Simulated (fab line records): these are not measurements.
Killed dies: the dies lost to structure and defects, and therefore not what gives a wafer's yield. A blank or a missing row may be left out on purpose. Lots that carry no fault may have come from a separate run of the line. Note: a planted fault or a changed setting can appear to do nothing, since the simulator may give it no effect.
Which tool did it? -- flow n5 finfet -- 72 wafers from 24 lots sampled at 4 of the route's 1938 steps

WHAT THE GAUGES READ, wafer by wafer
N5_BEOL_M13_INSPECT_55: inspects for defects (darkfield). Usual: 75 for raw defect count, sd 23.
lot,measured,on,raw defect count,flag
L074,day 11 18:13,defect inspect-02,157 74 62,
L075,day 12 01:34,defect inspect-01,109 53 84,
L076,day 12 06:41,defect inspect-02,56 38 53,
L079,day 12 10:24,defect inspect-02,137 91 60,
L078,day 12 10:51,defect inspect-01,64 78 74,
L077,day 12 16:49,defect inspect-01,122 104 127,
L080,day 13 07:34,defect inspect-01,109 73 81,
L083,day 13 10:55,defect inspect-01,66 65 63,
L081,day 13 17:38,defect inspect-01,97 74 65,
L082,day 13 17:55,defect inspect-01,88 75 89,
L084,day 13 21:32,defect inspect-02,66 72 111,
L085,day 14 06:41,defect inspect-02,79 95 100,
L087,day 15 02:52,defect inspect-01,76 83 77,
L086,day 15 03:35,defect inspect-01,36 58 46,
L089,day 15 09:49,defect inspect-01,100 61 41,
L088,day 15 19:21,defect inspect-01,120 48 59,
L091,day 15 19:53,defect inspect-01,62 65 84,
L090,day 15 20:07,defect inspect-02,93 87 69,
L093,day 16 02:49,defect inspect-02,88 77 84,
L092,day 16 16:15,defect inspect-02,53 47 97,
L094,day 17 02:08,defect inspect-01,35 72 80,
L095,day 17 06:46,defect inspect-01,77 52 77,
L096,day 17 09:00,defect inspect-02,33 77 90,
L097,day 17 16:17,defect inspect-01,67 69 69,

N5_BEOL_M14_OVL_MEAS_29. Usual: for M14_OVL the level is 4 nm and the standard deviation is 4.4.
lot,measured,on,M14_OVL (nm),flag
L074,day 11 19:53,overlay-02,-2 -4 0,
L075,day 12 02:59,overlay-02,-3 2 -3,
L076,day 12 08:21,overlay-02,9 9 11,
L079,day 12 11:56,overlay-02,4 3 0,
L078,day 12 12:36,overlay-02,0 -2 1,
L077,day 12 18:29,overlay-02,3 8 5,
L080,day 13 09:06,overlay-01,7 3 5,
L083,day 13 12:24,overlay-02,-3 5 1,
L081,day 13 19:18,overlay-02,-4 8 -2,
L082,day 13 19:28,overlay-01,2 6 8,
L084,day 13 23:05,overlay-01,11 5 9,
L085,day 14 08:14,overlay-02,4 0 5,
L087,day 15 04:29,overlay-02,2 3 6,
L086,day 15 05:12,overlay-01,9 6 13,
L089,day 15 11:22,overlay-01,3 2 2,
L088,day 15 21:01,overlay-01,5 5 8,
L091,day 15 21:25,overlay-01,8 4 12,
L090,day 15 21:51,overlay-01,11 5 14,
L093,day 16 04:29,overlay-01,10 -6 3,
L092,day 16 17:47,overlay-01,-7 1 4,
L094,day 17 04:01,overlay-02,13 6 4,
L095,day 17 08:19,overlay-02,-1 -1 -6,
L096,day 17 10:50,overlay-01,8 0 5,
L097,day 17 17:56,overlay-01,7 7 4,

EACH LOT AND THE TOOL THAT RAN IT (in order: tool; ch and the chambers of the sampled wafers; start)
lot,N5_BEOL_M14_ILD_DEP_00,N5_BEOL_M14_VIA_ETCH_16
L074,"pecvd-03 ch 0,2, day 11 18:16","rie diel-01 ch 0,1,2, day 11 19:04"
L075,"pecvd-04 ch 0,2, day 12 01:37","rie diel-01 ch 0,1,3, day 12 02:17"
L076,"pecvd-03 ch 0,2, day 12 06:43","rie diel-01 ch 1,2,3, day 12 07:35"
L079,"pecvd-04 ch 0,1,2, day 12 10:26","rie diel-03 ch 0,1,3, day 12 11:14"
L078,"pecvd-03 ch 0,2, day 12 10:53","rie diel-03 ch 0,1,2, day 12 11:46"
L077,"pecvd-01 ch 0,1, day 12 16:52","rie diel-03 ch 0,2,3, day 12 17:39"
L080,"pecvd-01 ch 1,2, day 13 07:35","rie diel-03 ch 0,2, day 13 08:23"
L083,"pecvd-04 ch 0,1, day 13 10:56","rie diel-03 ch 0,1,3, day 13 11:41"
L081,"pecvd-03 ch 0,2, day 13 17:41","rie diel-03 ch 1,2, day 13 18:28"
L082,"pecvd-03 ch 0,2, day 13 17:57","rie diel-06 ch 1,3, day 13 18:37"
L084,"pecvd-01 ch 0,2, day 13 21:35","rie diel-06 ch 0,3, day 13 22:15"
L085,"pecvd-03 ch 1,2, day 14 06:43","rie diel-03 ch 1,2,3, day 14 07:31"
L087,"pecvd-03 ch 1,2, day 15 02:54","rie diel-06 ch 0,3, day 15 03:39"
L086,"pecvd-01 ch 0,1, day 15 03:37","rie diel-06 ch 0,1,3, day 15 04:22"
L089,"pecvd-01 ch 1,2, day 15 09:52","rie diel-03 ch 0,1,3, day 15 10:40"
L088,"pecvd-03 ch 0,1,2, day 15 19:23","rie diel-03 ch 0,1,2, day 15 20:11"
L091,"pecvd-03 ch 0,2, day 15 19:55","rie diel-01 ch 0,3, day 15 20:43"
L090,"pecvd-01 ch 0,1, day 15 20:08","rie diel-06 ch 1,2,3, day 15 21:01"
L093,"pecvd-01 ch 0,2, day 16 02:52","rie diel-06 ch 0,1,2, day 16 03:39"
L092,"pecvd-03 ch 0,2, day 16 16:17","rie diel-06 ch 1,2,3, day 16 17:05"
L094,"pecvd-04 ch 0,2, day 17 02:10","rie diel-06 ch 2,3, day 17 03:11"
L095,"pecvd-01 ch 1,2, day 17 06:49","rie diel-03 ch 0,1, day 17 07:37"
L096,"pecvd-03 ch 0,1,2, day 17 09:02","rie diel-01 ch 0,1,2, day 17 10:01"
L097,"pecvd-04 ch 0,2, day 17 16:19","rie diel-03 ch 0,1,2, day 17 17:12"
- N5_BEOL_M14_ILD_DEP_00: deposits SiO2 from TEOS/O2, target thk 1119.3 nm, time 237.4 s.
- N5_BEOL_M14_VIA_ETCH_16: etches SiO2 in C4F8/O2/Ar, target depth 1231.3 nm.

AS READ BY THE TOOLS THEMSELVES (means over the sampled wafers that have a number; for cases with no such wafer, the mark the record gives instead)
N5_BEOL_M14_ILD_DEP_00. Usual: heater power outer w 285 W, standard deviation 76; heater power w 522 W, standard deviation 130; showerhead plenum p Torr 8.34 Torr, standard deviation 0.034; throttle valve pct 19.0 %, standard deviation 1.4.
lot,tool,heater power outer w (W),heater power w (W),showerhead plenum p Torr (Torr),throttle valve pct (%),flag
L074,pecvd-03,326,584,8.35,19.2,
L075,pecvd-04,283,564,8.34,18.7,
L076,pecvd-03,326,597,8.34,18.9,
L079,pecvd-04,285,552,8.33,18.3,
L078,pecvd-03,231,429,8.35,18.3,
L077,pecvd-01,326,580,8.30,20.6,
L080,pecvd-01,302,533,8.34,20.8,
L083,pecvd-04,305,609,8.32,18.7,
L081,pecvd-03,302,561,8.34,19.2,
L082,pecvd-03,313,577,8.34,19.1,
L084,pecvd-01,288,520,8.37,18.6,
L085,pecvd-03,199,366,8.36,18.2,
L087,pecvd-03,183,334,8.34,18.0,
L086,pecvd-01,305,562,8.31,19.5,
L089,pecvd-01,359,600,8.37,19.8,
L088,pecvd-03,250,462,8.34,18.7,
L091,pecvd-03,235,445,8.34,18.3,
L090,pecvd-01,335,587,8.29,20.7,
L093,pecvd-01,272,501,8.37,18.7,
L092,pecvd-03,267,485,8.35,18.5,
L094,pecvd-04,322,623,8.34,19.0,
L095,pecvd-01,345,581,8.37,19.9,
L096,pecvd-03,273,488,8.34,18.6,
L097,pecvd-04,331,573,8.33,18.2,

N5_BEOL_M14_VIA_ETCH_16. Usual: drypump motor current A 5.7 A, standard deviation 0.51; oes product au 0.75 a.u., standard deviation 0.077; rf vpp V 2219 V, standard deviation 36; showerhead plenum p Torr 3.49 Torr, standard deviation 0.098; throttle valve pct 30.79 %, standard deviation 0.28.
lot,tool,drypump motor current A (A),oes product au (a.u.),rf vpp V (V),showerhead plenum p Torr (Torr),throttle valve pct (%),flag
L074,rie diel-01,5.8,0.76,2218,3.62,30.67,
L075,rie diel-01,6.3,0.77,2224,3.58,30.59,
L076,rie diel-01,5.8,0.79,2226,3.59,30.62,
L079,rie diel-03,5.5,0.70,2223,3.43,30.77,
L078,rie diel-03,5.2,0.70,2218,3.48,30.87,
L077,rie diel-03,5.4,0.72,2210,3.42,30.98,
L080,rie diel-03,5.1,0.72,2205,3.47,31.11,
L083,rie diel-03,5.5,0.69,2222,3.42,30.77,
L081,rie diel-03,5.3,0.64,2212,3.49,30.96,
L082,rie diel-06,5.8,0.73,2225,3.59,30.81,
L084,rie diel-06,5.5,0.81,2224,3.59,30.77,
L085,rie diel-03,5.5,0.67,2202,3.43,31.08,
L087,rie diel-06,5.5,0.79,2222,3.59,30.78,
L086,rie diel-06,5.9,0.84,2253,3.55,30.72,
L089,rie diel-03,5.6,0.68,2221,3.41,30.79,
L088,rie diel-03,5.2,0.67,2217,3.46,30.90,
L091,rie diel-01,6.5,0.73,2245,3.50,30.59,
L090,rie diel-06,6.1,0.82,2217,3.50,30.67,
L093,rie diel-06,6.2,0.84,2246,3.46,30.66,
L092,rie diel-06,6.1,0.81,2217,3.49,30.68,
L094,rie diel-06,5.7,0.77,2184,3.53,30.74,
L095,rie diel-03,5.4,0.82,2230,3.46,30.44,
L096,rie diel-01,5.8,0.70,2215,3.59,30.72,
L097,rie diel-03,5.2,0.75,2215,3.45,30.78,

THE ANSWER, worked out from the rows above alone
Rule: take the mean of a lot's wafers that have a number; if it is more than 3 standard deviations from the usual mean, the lot is off. A lot without any number at a reading at which 4 lots or more have one is off too. Where the step has rows for the other lots, those lots are counted as sound. Order of review: gauges by route order, followed by the tools' own readings, for which a lot's mean as printed above is used. The first step at which some lot is off is used, and at that step the reading that is off furthest; a lot without a number counts as furthest.
Nothing can be told from this: no lot is off at any reading shown.

WHAT THE SIMULATOR HAD INSERTED
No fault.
